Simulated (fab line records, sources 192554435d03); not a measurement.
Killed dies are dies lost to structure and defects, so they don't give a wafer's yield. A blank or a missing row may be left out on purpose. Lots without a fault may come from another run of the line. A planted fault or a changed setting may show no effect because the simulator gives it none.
A struck lot beside a sound one | flow n5_finfet | 37 steps out of a route of 1938
Sound: wafers L994.1, L994.3, L994.5. Struck: wafers L106.1, L106.2, L106.5. The cause comes at the end.
At each step with rows: each side's tool, then ch and its chambers, then its first start. Under that, the readings that differ: sound wafers | struck wafers | difference of the means | sigmas: that difference in standard deviations of wafers without a fault.
alike: readings whose means differ by less than 2 such deviations, and words and numbers that are the same on both sides. not compared: withheld readings, readings that some wafer has no value for, bounds like >300 that may hide the same value, and numbers for which the record gives no deviation and whose values overlap.
The two part at a step that has a row with sigmas, a row that says differs or no value, or rows on one side only. Numbers that don't overlap but have no deviation are shown without sigmas and don't part them. A reading that every wafer of one side lacks parts them only if that side has two wafers or more.

first, 9 steps without rows for these wafers: N5_BEOL_M4_ANNEAL_95 (time 240 s); N5_BEOL_M4_SPUTTER_96 (material Cu, target thk 4.5 nm, time 8.29 s); N5_BEOL_M4_ECD_50 (material Cu, target thk 300 nm); N5_BEOL_M4_ANNEAL_51 (time 90 s); N5_BEOL_M4_CMP_52 (polishes, stops on SiOC, t overpolish 6.8 s, target thk 40 nm); N5_BEOL_M4_PRE_CLEAN_60 (time 15 s); N5_BEOL_M4_CO_CAP_55 (material Co, precursor CCTBA/H2, target thk 2 nm, time 102.1 s); N5_BEOL_M4_PRE_CLEAN_56 (time 15 s); N5_BEOL_M4_DEP_57 (deposits SiCN from 3MS/NH3, target thk 8 nm, time 14 s).
N5_BEOL_M4_RC_MEAS_101:
  sound on prober-02 ch 0, day 9 19:11; struck on prober-01 ch 0, day 12 22:38
  alike: DIBL_N, DIBL_P, IOFF_N, IOFF_P, ION_N, ION_P, SS_N, SS_P, VT_N, VT_P
then, 24 steps without rows for these wafers: N5_BEOL_M5_ILD_DEP_00 (deposits SiCOH lowk from DEMS/porogen, target thk 140.64 nm, time 25.9 s); N5_BEOL_M5_CURE_79 (cures SiCOH lowk, time 240 s); N5_BEOL_M5_PECVD_70 (deposits SiO2 from TEOS/O2, target thk 16 nm, time 18 s); N5_BEOL_M5_HM_DEP_02 (deposits TiN, target thk 20 nm); N5_BEOL_M5_COAT_59 (time 60 s, resist thk 60 nm); N5_BEOL_M5_COAT_60 (time 60 s, resist thk 12 nm); N5_BEOL_M5_COAT_71 (time 60 s, resist thk 5 nm); N5_BEOL_M5_COAT_05 (resist thk 30 nm); N5_BEOL_M5_EBR_07; N5_BEOL_M5_SOFTBAKE_06 (time 60 s); N5_BEOL_M5_EXPOSE_08 (exposes mask M5, target cd 28 nm); N5_BEOL_M5_PEB_09 (peb time 60 s); N5_BEOL_M5_DEVELOP_10 (develop time 30 s); N5_BEOL_M5_DESCUM_16 (chemistry O2, time 7 s); N5_BEOL_M5_ETCH_72 (etches underlayer in N2/H2, target depth 6.5 nm, time 5.2 s); N5_BEOL_M5_ETCH_61 (etches SiARC in CF4, target depth 15.6 nm, time 26 s); N5_BEOL_M5_ETCH_62 (etches SOC in N2/H2, target depth 75 nm, overetch 15 nm, time 112.5 s); N5_BEOL_M5_STRIP_63 (strips in N2/H2); N5_BEOL_M5_STRIP_73 (strips in N2/H2); N5_BEOL_M5_STRIP_64 (strips in CF4); N5_BEOL_M5_HM_OPEN_17 (chemistry Cl2/BCl3, target TiN, target depth 20 nm, overetch 6 nm); N5_BEOL_M5_STRIP_19 (strips in O2); N5_BEOL_M5_COAT_65 (time 60 s, resist thk 60 nm); N5_BEOL_M5_COAT_66 (time 60 s, resist thk 12 nm).
-- the record jumps here: 3 days lie between the struck wafers' starts before and after (it left off in module BEOL_M5 and takes up again in module BEOL_M14, whose first step shown is number 1763 of the route) --
N5_BEOL_M14_SPUTTER_44: material Ta, target thk 15 nm, time 24.19 s.
  sound on pvd_sputter-02, day 13 23:34; struck on pvd_sputter-02, day 16 07:24
  no value came back on the struck wafers for bias_v (V), cathode_dc_power_W (W), throttle_valve_pct (%); on the sound wafers bias_v (V) reads 79.8 79.7 80.9
N5_BEOL_M14_CMP_49: polishes, stops on SiO2, t overpolish 5.2 s, target thk 560 nm.
  sound on cmp-02 ch 1,2,3, day 14 00:20; struck on cmp-02 ch 1,2,3, day 16 08:49
  reading                      | sound             | struck         | difference | sigmas
  barrier_field_endpoint_s (s) | 11.25 11.23 10.99 | 5.76 5.63 5.66 | -5.47      | -21
  alike: motor_current_A, platen_rpm
N5_PASSIVATION_PROBE_49:
  sound on prober-01, day 14 20:52; struck on prober-01, day 17 03:40
  reading                  | sound          | struck         | difference | sigmas
  defect_limited_yield (%) | 90.8 91.1 91.3 | 81.3 80.3 83.0 | -9.5       | -7
  killed_at_M4_up          | 7 18 13        | 124 112 104    | +101       | +19
  killed_dies              | 108 105 103    | 221 232 201    | +113       | +7
  killed_on_rim            | 11 16 14       | 14 19 55       | +16        | +4
  sort_bin_5_function (%)  | 5.8 5.0 5.7    | 15.5 15.6 13.7 | +9.4       | +11
  sort_n_pass              | 1072 1075 1077 | 959 948 979    | -113       | -7
  sort_yield_pct (%)       | 90.8 91.1 91.3 | 81.3 80.3 83.0 | -9.5       | -7
  alike: killed_at_M0_to_M3, killed_at_contacts, killed_at_front_end, killed_at_other, killed_open, killed_short, sort_bin_6_memory

WHERE THEY PART
First at N5_BEOL_M14_SPUTTER_44; last, within this record, at N5_PASSIVATION_PROBE_49.

WHY: what the simulator had put in
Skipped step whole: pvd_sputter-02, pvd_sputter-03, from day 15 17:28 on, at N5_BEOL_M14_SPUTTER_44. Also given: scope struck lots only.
